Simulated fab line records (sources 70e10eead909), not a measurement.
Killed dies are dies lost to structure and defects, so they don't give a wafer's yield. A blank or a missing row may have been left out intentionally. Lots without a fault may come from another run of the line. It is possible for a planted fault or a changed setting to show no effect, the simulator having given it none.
Struck lot and sound lot, side by side / flow nand_harc / 15 out of 1302 route steps
Sound: wafers L530.1, L530.2, L530.4. Wafers L538.2, L538.4, L538.5 were the ones struck. The cause is given at the end.
Per side, at each step with rows, come the tool, then ch with its chambers, and then its first start. Under that, the readings that differ: sound wafers / struck wafers / difference of the means / sigmas: that difference in standard deviations of wafers without a fault.
alike: readings whose means differ by less than 2 such deviations, and words and numbers that are the same on both sides. not compared: withheld readings, readings that some wafer has no value for, bounds like >300 that may hide the same value, and numbers for which the record gives no deviation and whose values overlap.
The two part at a step that has a row with sigmas, a row that says differs or no value, or rows on one side only. When numbers do not overlap yet have no deviation, they are printed without sigmas and do not part them. A reading missing from all wafers of one side parts the sides only when that side holds two or more wafers.

NHARC_P_CONTACT_ETCH_35: etches the open film in CF4, target depth 39 nm, time 65 s.
  sound on rie_diel-06 ch 1,2,3, day 7 20:07; struck on rie_diel-12 ch 0,3, day 12 01:39
  alike: drypump_motor_current_A, oes_product_au, rf_vpp_V, showerhead_plenum_p_Torr, throttle_valve_pct
  not compared: rf_hours_counter_h
NHARC_P_CONTACT_ETCH_36: etches the open film in N2/H2, target depth 260 nm, time 406.25 s.
  sound on rie_diel-06 ch 1,2,3; struck on rie_diel-12 ch 0,1
  alike: drypump_motor_current_A, oes_product_au, rf_vpp_V, showerhead_plenum_p_Torr, throttle_valve_pct
  not compared: rf_hours_counter_h
NHARC_P_CONTACT_ETCH_18: etches the open film in C4F8/O2/Ar, target depth 481 nm, time 240.5 s.
  sound on rie_diel-06 ch 0,1,3; struck on rie_diel-12 ch 0,1
reading=oes_product_au (a.u.); sound=0.927 0.936 0.919; struck=0.960 0.991 0.963; difference=+0.044; sigmas=+2
  alike: rf_vpp_V
  not compared: rf_hours_counter_h
then, 2 steps without rows for these wafers: NHARC_P_CONTACT_STRIP_37 (strips in C4F8/O2/Ar); NHARC_P_CONTACT_ETCH_31 (etches the open film in CH3F/O2, target depth 30 nm, time 85.7 s).
NHARC_P_CONTACT_CD_MEAS_19:
  sound: cd_sem-01 at day 7 20:53; struck: cd_sem-02 at day 12 02:26
  alike: cd_nm
then, 4 steps without rows for these wafers: NHARC_P_CONTACT_STRIP_28 (strips in O2); NHARC_P_CONTACT_STRIP_29 (strips in post etch residue remover, time 1200 s); NHARC_P_CONTACT_DEGAS_38 (time 60 s); NHARC_P_CONTACT_PRE_CLEAN_39 (time 19.5 s).
NHARC_P_CONTACT_PVD_32: deposits Ti, target thk 5 nm, time 17.7 s.
  sound on pvd_sputter-02; struck on pvd_sputter-03
  alike: throttle_valve_pct
NHARC_P_CONTACT_ALD_22: deposits TiN, target thk 3 nm, pulse time 1 s, ald cycles 150.
  sound on ald_metal-03 ch 1,2,3, day 7 21:50; struck on ald_metal-03 ch 0,1,3, day 12 03:24
  alike: heater_power_w, precursor_pulse_height_rel
NHARC_P_CONTACT_CVD_23: deposits W, target thk 200 nm, time 557 s.
  sound on cvd_w-01 ch 0,1, day 7 22:03; struck on cvd_w-01 ch 0,1, day 12 04:40
  alike: heater_power_w, throttle_valve_pct
NHARC_P_CONTACT_CMP_24: polishes, t overpolish 30 s, target thk 200 nm.
  sound on cmp-02 ch 0,1,3, day 7 22:41; struck on cmp-02 ch 0,2,3, day 12 05:28
reading=time_to_endpoint_s (s); sound=42.6 41.3 40.6; struck=82.8 84.3 74.5; difference=+39.0; sigmas=+13
  alike: motor_current_A, overpolish_run_s, retaining_ring_pressure_frac
then, 1 step without rows for these wafers: NHARC_END_SORT_01.

## WHERE THEY PART
First at NHARC_P_CONTACT_ETCH_18; last, within this record, at NHARC_P_CONTACT_CMP_24.

WHY: what had been put in by the simulator
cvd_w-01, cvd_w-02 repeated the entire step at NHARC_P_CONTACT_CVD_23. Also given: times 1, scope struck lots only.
